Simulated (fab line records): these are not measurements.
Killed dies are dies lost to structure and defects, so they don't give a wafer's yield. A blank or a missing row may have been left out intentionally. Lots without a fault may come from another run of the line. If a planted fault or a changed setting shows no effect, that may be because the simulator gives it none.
Which tool did it? ; flow nand-harc ; 13 lots, 39 wafers sampled, at 2 steps of a route of 1302

WHAT EACH GAUGE READ, for each wafer
NHARC_A_BONDPAD_OVL_MEAS_35.
lot;measured;on;overlay-x-nm (nm);overlay-y-nm (nm)
L746;day 22 21:21;overlay-01;-6 -5 -6;-7 -8 -8
L747;day 23 13:01;overlay-02;1 2 1;-7 -6 -7
L748;day 23 21:33;overlay-01;4 4 4;7 7 7
L749;day 24 13:01;overlay-01;5 5 5;-3 -2 -2
L752;day 25 04:32;overlay-01;-4 -4 -4;-1 0 -1
L751;day 25 16:34;overlay-02;4 4 4;-5 -5 -4
L753;day 26 15:02;overlay-01;5 4 4;-4 -4 -5
L754;day 26 20:10;overlay-01;3 3 2;-8 -8 -8
L755;day 27 02:49;overlay-01;4 4 4;-3 -4 -4
L756;day 27 15:00;overlay-01;-4 -4 -4;7 7 7
L757;day 27 19:55;overlay-02;-3 -2 -2;3 2 2
L766;day 31 07:55;overlay-01;1 0 1;0 -2 -1
L769;day 32 23:54;overlay-01;6 6 6;7 7 6

TOOL THAT RAN EACH LOT (tool first, then ch and the chambers of the sampled wafers, then the start)
lot;NHARC_A_M1_PVD_21
L746;pvd-sputter-01, day 22 21:21 or earlier
L747;pvd-sputter-02, day 23 13:01 or earlier
L748;pvd-sputter-02, day 23 21:33 or earlier
L749;pvd-sputter-03, day 24 13:01 or earlier
L752;pvd-sputter-02, day 25 04:32 or earlier
L751;pvd-sputter-03, day 25 16:34 or earlier
L753;pvd-sputter-01, day 26 15:02 or earlier
L754;pvd-sputter-01, day 26 20:10 or earlier
L755;pvd-sputter-01, day 27 02:49 or earlier
L756;pvd-sputter-01, day 27 15:00 or earlier
L757;pvd-sputter-01, day 27 19:55 or earlier
L766;pvd-sputter-03, day 31 07:55 or earlier
L769;pvd-sputter-02, day 32 23:54 or earlier
- NHARC_A_M1_PVD_21: deposits Cu, target thk 30 nm, time 20.49 s.

AS READ BY THE TOOLS THEMSELVES (means over the sampled wafers that have a number; for cases with no such wafer, the mark the record gives instead)
NHARC_A_M1_PVD_21.
lot;tool;throttle-valve-pct (%)
L746;pvd-sputter-01;30.4
L747;pvd-sputter-02;29.1
L748;pvd-sputter-02;29.3
L749;pvd-sputter-03;30.2
L752;pvd-sputter-02;30.4
L751;pvd-sputter-03;29.5
L753;pvd-sputter-01;30.1
L754;pvd-sputter-01;30.5
L755;pvd-sputter-01;31.0
L756;pvd-sputter-01;30.4
L757;pvd-sputter-01;31.6
L766;pvd-sputter-03;29.8
L769;pvd-sputter-02;29.6

THE ANSWER, worked out from the rows above alone
Rule: the usual values come from the lots themselves. The widest of any qualifying gaps counts: lots, ordered by their means at a reading, are off when they make up no more than a third of the lots, leave a main group of 4 or more, and stand apart from it by 3 or more times the standard deviation of that group's means. Not used: any main group whose means are identical at the precision the tables above print for the reading. Also off: a lot with no number at a reading for which 4 or more lots have one. Any other lot the step has rows for is counted as sound. First the gauges in route order, then the tools' own readings, where a lot's mean is used as printed above. The first step at which some lot is off is used, and at that step the reading that is off furthest; a lot without a number counts as furthest.
No lot is off on any of the readings shown, so nothing can be concluded from this.

WHAT THE SIMULATOR PUT IN
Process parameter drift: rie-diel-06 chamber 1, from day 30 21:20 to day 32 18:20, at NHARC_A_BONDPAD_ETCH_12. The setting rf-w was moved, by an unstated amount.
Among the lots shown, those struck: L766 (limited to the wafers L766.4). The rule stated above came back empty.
